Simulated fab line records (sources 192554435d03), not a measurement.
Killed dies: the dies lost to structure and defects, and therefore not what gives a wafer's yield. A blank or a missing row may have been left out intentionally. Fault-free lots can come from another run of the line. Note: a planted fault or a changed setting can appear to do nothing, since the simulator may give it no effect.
fab line records ; flow n5_finfet
record: lots: 4; wafers: 12; last_day: 17
route steps=1938 shown BEOL_M12@1624 BEOL_M13@1659 PASSIVATION@1936
lots that met no fault: from a run of the same line without faults
start_h: hours from the record's opening day to when the first of the lot's shown wafers began ; wait_h: hours since the lot's step before ; " unchanged from the row above ; L1.1+2: one row covering several wafers at once ; - no value, or no start was given ; * or withheld: withheld ; < > ~ a bound
route shown NAME@n: a module of which the file shows steps, and the number in the route of the first ; usual: mean/standard deviation taken from wafers without a fault ; same: alike in all rows ; chamber/n: place in a boat ; sites: the reading at each site ; _std_site: standard deviation across them ; _edge_site: outer sites' mean less inner sites' ; radius_mm: for every site, how far away it sits from the centre of the wafer ; mask NAME#n: copy n ; behind: the most recent tool/chamber to have shaped the wafer ; hold: why the lot was held/for how many hours/how that ended ; device: transistor that didn't switch, given as n, p or np ; end of line: the route-end tests of the same wafers ; a step given without rows: its recipe and nothing more ; killed: at the first sort, the dies lost to defects and structure; wafer yield is something else ; map: the dies of a wafer, with x for killed, . for not killed, _ for no die there
set.NAME: setting as actually run; set.NAME@STEP: the setting as run at that earlier step ; model.NAME: the simulator's own value behind a step, which no gauge read
certain route steps with their lots: each step a table, each wafer a row
services: from which hour (start_h, from the record's first day; less than 0 if before it) a tool's chamber was out of use, for how many hours, and why
== steps ==
step: N5_BEOL_M12_COAT_66
recipe: resist: SiARC; temp_c: 220; time_s: 60; spin_rpm: 1500; resist_thk_nm: 110
step: N5_BEOL_M12_COAT_22
recipe: spin_rpm: 2888; resist_thk_nm: 300
step: N5_BEOL_M12_EBR_24
recipe: solvent: PGMEA; ebr_width_mm: 1.5
step: N5_BEOL_M12_SOFTBAKE_23
recipe: temp_c: 130; time_s: 60
step: N5_BEOL_M12_EXPOSE_25
recipe: mask_id: M12; na: 0.93; source_shape: conventional; sigma_outer: 0.4; polarization: unpolarized; dose_mj: 21.8
step: N5_BEOL_M12_PEB_26
recipe: peb_temp_c: 130; peb_time_s: 90
step: N5_BEOL_M12_DEVELOP_27
recipe: develop_time_s: 45; rinse_liquid: diw; dry: air_spin; dev_temp_c: 21
step: N5_BEOL_M12_HARDBAKE_32
recipe: temp_c: 130; time_s: 120
step: N5_BEOL_M12_DESCUM_33
recipe: chemistry: O2; time_s: 7.9; source_power_w: 50; bias_power_w: 20; pressure_mtorr: 20; rf_frequency_hz: 2.712e+07; temp_c: 40; o2_flow_sccm: 225
step: N5_BEOL_M12_ETCH_67
recipe: chemistry: CF4; target: SiARC; target_depth_a: 1430; time_s: 238.3; ion_energy_ev: 80; pressure_mtorr: 40; source_w: 545; bias_w: 36; Ar_flow_sccm: 100; cf4_flow_sccm: 100; ends: cleared
usual: cf4_flow_sccm: 100.03/0.29; drypump_motor_current_A: 5.6/0.44; etch_rf_on_time_s: 236/3.6; oes_product_au: 0.67/0.063; rf_vpp_V: 184.0/1.2; showerhead_plenum_p_Torr: 2.14/0.068; throttle_valve_pct: 15.74/0.27
lot.wafer;tool;chamber;start_h;wait_h;cf4_flow_sccm;drypump_motor_current_A;etch_rf_on_time_s;oes_product_au;rf_hours_counter_h;rf_vpp_V;showerhead_plenum_p_Torr;throttle_valve_pct
L371.1;rie_diel-01;0;280.73;0.0;100.20;5.9;233;0.77;49;184.3;2.18;15.46
L371.3;rie_diel-01;3;280.73;0.0;100.33;6.2;234;0.67;133;184.7;2.23;15.98
L371.5;rie_diel-01;1;280.73;0.0;100.10;6.1;237;0.64;-;181.9;2.06;15.93
L373.3;rie_diel-01;2;281.22;0.0;99.87;5.6;234;0.73;67;184.0;2.25;15.22
L373.4;rie_diel-01;3;281.22;0.0;100.06;6.2;230;0.67;133;185.9;2.23;15.97
L373.5;rie_diel-01;0;281.22;0.0;99.92;5.9;231;0.77;-;184.6;2.18;15.47
L385.1;rie_diel-01;0;355.38;0.0;100.39;5.9;232;0.74;70;184.9;2.17;15.53
L385.4;rie_diel-01;1;355.38;0.0;100.05;6.0;238;0.61;185;183.5;2.05;15.99
L385.5;rie_diel-01;0;355.38;0.0;100.28;5.9;233;0.74;-;184.3;2.17;15.52
L386.2;rie_diel-02;1;377.87;0.0;99.90;5.4;239;0.69;81;184.5;2.08;15.49
L386.4;rie_diel-02;3;377.87;0.0;99.67;4.9;241;0.59;231;183.5;2.12;15.81
L386.6;rie_diel-02;2;377.87;0.0;99.97;5.0;242;0.57;-;180.6;2.03;16.05
step: N5_BEOL_M12_ETCH_68
recipe: chemistry: N2/H2; target: SOC; mask_material: SiARC; source_w: 3000; bias_w: 350; temp_c: 40; time_s: 285; ion_energy_ev: 200; pressure_mtorr: 30; n2_flow_sccm: 200; h2_flow_sccm: 200
step: N5_BEOL_M12_STRIP_69
recipe: chemistry: N2/H2; temp_c: 40; n2_flow_sccm: 200; h2_flow_sccm: 200; rf_frequency_hz: 6e+07
step: N5_BEOL_M12_TRENCH_ETCH_34
recipe: chemistry: C4F8/O2/Ar; target: SiOC; target_depth_a: 3189.5; mask_material: SOC; pressure_mtorr: 30; source_w: 3000; bias_w: 700; Ar_flow_sccm: 400; C4F8_flow_sccm: 15; O2_flow_sccm: 8; he_inner_torr: 15; he_outer_torr: 30; time_s: 125.5; ion_energy_ev: 250
step: N5_BEOL_M12_STRIP_70
recipe: chemistry: C4F8/O2/Ar; resist: SiARC; rf_frequency_hz: 6e+07
step: N5_BEOL_M12_STRIP_37
recipe: chemistry: N2/H2; power_w: 1000; temp_c: 250; h2_frac: 0.65; overash_fraction: 0.3; pressure_mtorr: withheld; n2_flow_sccm: 1750; h2_flow_sccm: 3250
step: N5_BEOL_M12_ETCH_38
recipe: chemistry: CF4/N2; target: SiCN; target_depth_a: 687; taper_deg: 2; time_s: 73.4; ion_energy_ev: 150; mask_material: SiO2; pressure_mtorr: 40; source_w: 430; bias_w: 70; Ar_flow_sccm: 100; cf4_flow_sccm: 60; n2_flow_sccm: 60
step: N5_BEOL_M12_PRECLEAN_39
recipe: chemistry: residue_remover; time_s: 60; temp_c: 40
step: N5_BEOL_M12_SRD_40
recipe: time_s: 30; temp_c: 23; rinse_liquid: diw; dry: n2_spin; spin_rpm: 1500; dry_time_s: 30
step: N5_BEOL_M12_DEGAS_41
recipe: ambient: vacuum; temp_c: 250; time_s: 60
step: N5_BEOL_M12_PRE_CLEAN_42
recipe: gas: H2/He; time_s: 30; temp_c: 250
step: N5_BEOL_M12_SPUTTER_43
recipe: material: TaN; target_thk_a: 150; temp_c: 50; bias_v: 168.6; power_w: 15000; chamber_pressure_pa: 0.12; time_s: 24.19
step: N5_BEOL_M12_SPUTTER_44
recipe: material: Ta; target_thk_a: 100; temp_c: 50; bias_v: 80; power_w: 15000; chamber_pressure_pa: 0.07; time_s: 16.13
step: N5_BEOL_M12_SPUTTER_45
recipe: material: Cu; target_thk_a: 800; temp_c: -20; bias_v: 60; power_w: 26000; chamber_pressure_pa: 0.13; time_s: 13.33
step: N5_BEOL_M12_ECD_47
recipe: material: Cu; target_thk_a: 7200
step: N5_BEOL_M12_ANNEAL_48
recipe: temp_c: 225; time_s: 90; ambient: N2
step: N5_BEOL_M12_CMP_49
recipe: stop_on: SiOC; t_overpolish_s: 20.6; down_force_psi: 1; platen_rpm: 50; clearing_platen_down_force_psi: 1.5; clearing_platen_rpm: 50; post_cmp_clean: cu_alkaline; target_thk_nm: 320; clearing_platen_pad_velocity_m_s: 0.99484; pad_velocity_m_s: 0.99484
step: N5_BEOL_M12_PRE_CLEAN_52
recipe: gas: NH3; time_s: 15; temp_c: withheld; rf_power_w: 300
step: N5_BEOL_M12_DEP_53
recipe: material: SiCN; target_thk_a: 300; temp_c: withheld; precursor: 3MS/NH3; pressure_torr: 3; rf_w: 675; time_s: 10.5
step: N5_BEOL_M13_ILD_DEP_00
recipe: material: SiOC; target_thk_a: 8379.2; temp_c: 350; precursor: DEMS/O2; pressure_torr: 5; rf_w: 500; time_s: 166.4
step: N5_BEOL_M13_COAT_58
recipe: resist: BARC; temp_c: 205; time_s: 60; spin_rpm: 1500; resist_thk_nm: 89
step: N5_BEOL_M13_COAT_04
recipe: spin_rpm: 1625; resist_thk_nm: 400
step: N5_BEOL_M13_EBR_06
recipe: solvent: PGMEA; ebr_width_mm: 1.5
step: N5_BEOL_M13_SOFTBAKE_05
recipe: temp_c: 130; time_s: 60
step: N5_BEOL_M13_EXPOSE_07
recipe: mask_id: V12; na: 0.93; source_shape: conventional; sigma_outer: 0.6; polarization: unpolarized; attpsm_phase_deg: 180; dose_mj: 24.8
step: N5_PASSIVATION_PROBE_49
usual: defect_limited_yield: 91.1/1.4; killed_at_M0_to_M3: 35/8.7; killed_at_M4_up: 14/5.3; killed_at_contacts: 12/6.2; killed_at_front_end: 41/12; killed_at_other: 3.4/2.6; killed_dies: 105/16; killed_open: 67/13; killed_short: 36/7.3; sort_bin_5_function: 5.2/0.96; sort_bin_6_memory: 3.3/0.6; sort_n_pass: 1075/16; sort_yield_pct: 91.1/1.4
same: gross_dies: 1180; killed_at_back_side: 0; sort_bin_4_leakage[%]: 0; sort_bin_8_speed[%]: 0
lot.wafer;tool;chamber;start_h;wait_h;defect_limited_yield[%];killed_at_M0_to_M3;killed_at_M4_up;killed_at_contacts;killed_at_front_end;killed_at_other;killed_dies;killed_open;killed_short;sort_bin_5_function[%];sort_bin_6_memory[%];sort_n_pass;sort_yield_pct[%]
L371.1;prober-01;-;315.18;0.0;81.0;28;146;4;43;3;224;44;42;12.2;3.6;956;81.0
L373.5;prober-02;-;318.12;0.2;80.3;25;159;9;36;3;232;62;28;11.6;4.7;948;80.3
killed by level:class
L371.1 BEOL_M12:unspecified=138 FIN_SAQP:geometric_particle:open=10 BEOL_M0_SAQP:geometric_particle:short=9 DUMMY_GATE:geometric_particle:open=5 ILD0:geometric_particle:short=5 GATE_CUT:geometric_particle:short=5 BEOL_M0_SAQP:geometric_particle:open=5 MOL_CONTACT_COAG:geometric_particle:open=4
L373.5 BEOL_M12:unspecified=139 FIN_SAQP:geometric_particle:open=10 STI_FIN_REVEAL:geometric_particle:open=9 MOL_CONTACT_COAG:geometric_particle:open=7 BEOL_M4:geometric_particle:open=6 FIN_SAQP:geometric_particle:short=5 BEOL_M2:geometric_particle:open=5 BEOL_M5:geometric_particle:open=5
map L371.1 (x killed, . not)
_________________..x.........________________
______________.................._____________
___________x.x.....................__________
__________.......x.x......xxx..x...._________
________..................xxxxxxxxx..._______
_______.................xxxxxxxxxxx....______
______..................xxxxxxxxxxx....._____
_____................x..xxxxxxxxxxxxx....____
____..xx.x..x......x...xxxxxxxxxxxxxxx..x.___
___......x...........xx.xxxxxxxxxxxxxxx....__
___.......x..........x.xxxxxxxxxxxxx.x.....__
__.x....................xxxxxxxxxxxxx.x..xx._
__..................x...xx.xxxxxxxx...x....._
_.x..............x....xx.xxxxxxxxx.xx........
_.........xx................xxxx.xx..xx...x..
_.............x............xx..x.x...........
_.....x.x....x.............x.........x.....x.
_......x..............xx.x........x...x.x....
_.........x.......x..........xx....x....x....
_...x.............................x..xx......
_......................x....x................
__.........................................._
__............x...x...x....x................_
___........x....x..x..........x............__
___....x...........x......x....x...........__
____......x......................x........___
_____..........x.........x...............____
______.............x....x...x.....x....._____
_______x............x................x.______
________..........................x.x._______
__________.........................._________
___________..x.....x..........xxx..__________
______________.................._____________
_________________............________________
map L373.5 (x killed, . not)
_________________.x..........________________
______________..xx..........x..._____________
___________.............x..........__________
__________......x.......x..xxx....x._________
________.x......x..........xxxxx.x.x.._______
_______..................x.xxxxxxxxxxx.______
______.x.......x......x...xxxxxxxxxxxx.._____
_____.............x.....xxxxxxxxxxxxxx...____
____....x........xx...xxxxxxxxxxxxxx.x....___
___x....x..x.........x..xxxxxxxxxxxxxx.x...__
___.............x.....xxxxxxxxxxxxxxxx...x.__
__...x.........x.....x.xxxxxxxxxxxxx..x....._
__..x........x.......x.x.xxxxxxxxxx.x....x.._
_....x..x..x.............xxxxxxxxxx.......x..
_.x.....x......x........xxx.xxxxx.xx.........
_........x............xx....x.....x..........
_...............................xx..........x
_........x....x...x..x...............x.......
_..........................x.......x...x....x
_.........x.......x...........x..x.....x.....
_....x.........................x.........xx..
__..............x..........x................_
__....................x....................._
___........x...x............x............x.__
___........................x......xxxx.....__
____..x........................x..........___
_____..........................x.........____
______.........x.x......x..............._____
_______......x......x..................______
________.x............................_______
__________.x...x...x....x..........._________
___________.....x..x...............__________
______________.................._____________
_________________x..x........________________
== services ==
tool;chamber;start_h;hours;kind
rie_diel-01;3;270.15;5.9;repair
rie_diel-01;2;285.76;10.5;repair
rie_diel-01;0;307.46;4.7;repair
rie_diel-01;0;314.89;13.9;repair
rie_diel-01;1;329.92;2.2;repair
rie_diel-01;-;352.40;0.5;repair
rie_diel-01;-;374.73;2.8;pm
== key ==
first_sign: step: N5_PASSIVATION_PROBE_49; reading: killed_at_M4_up; direction: up; sigmas: 26; usual: 14; struck: 152
effect: step: N5_PASSIVATION_PROBE_49; reading: defect_limited_yield; direction: down; sigmas: 7.5; usual: 91.1; struck: 80.7
more_kills_born_at: N5_BEOL_M12_ETCH_67@rie_diel-01: 277
met_at N5_BEOL_M12_ETCH_67
struck_wafers L371.1,L373.5
fault: kind: chamber_particle_source; tool: rie_diel-01; chamber: 0; onset_h: 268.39; steps: N5_BEOL_M12_ETCH_67; rate_per_visit_cm2: 1.1282; end_h: 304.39
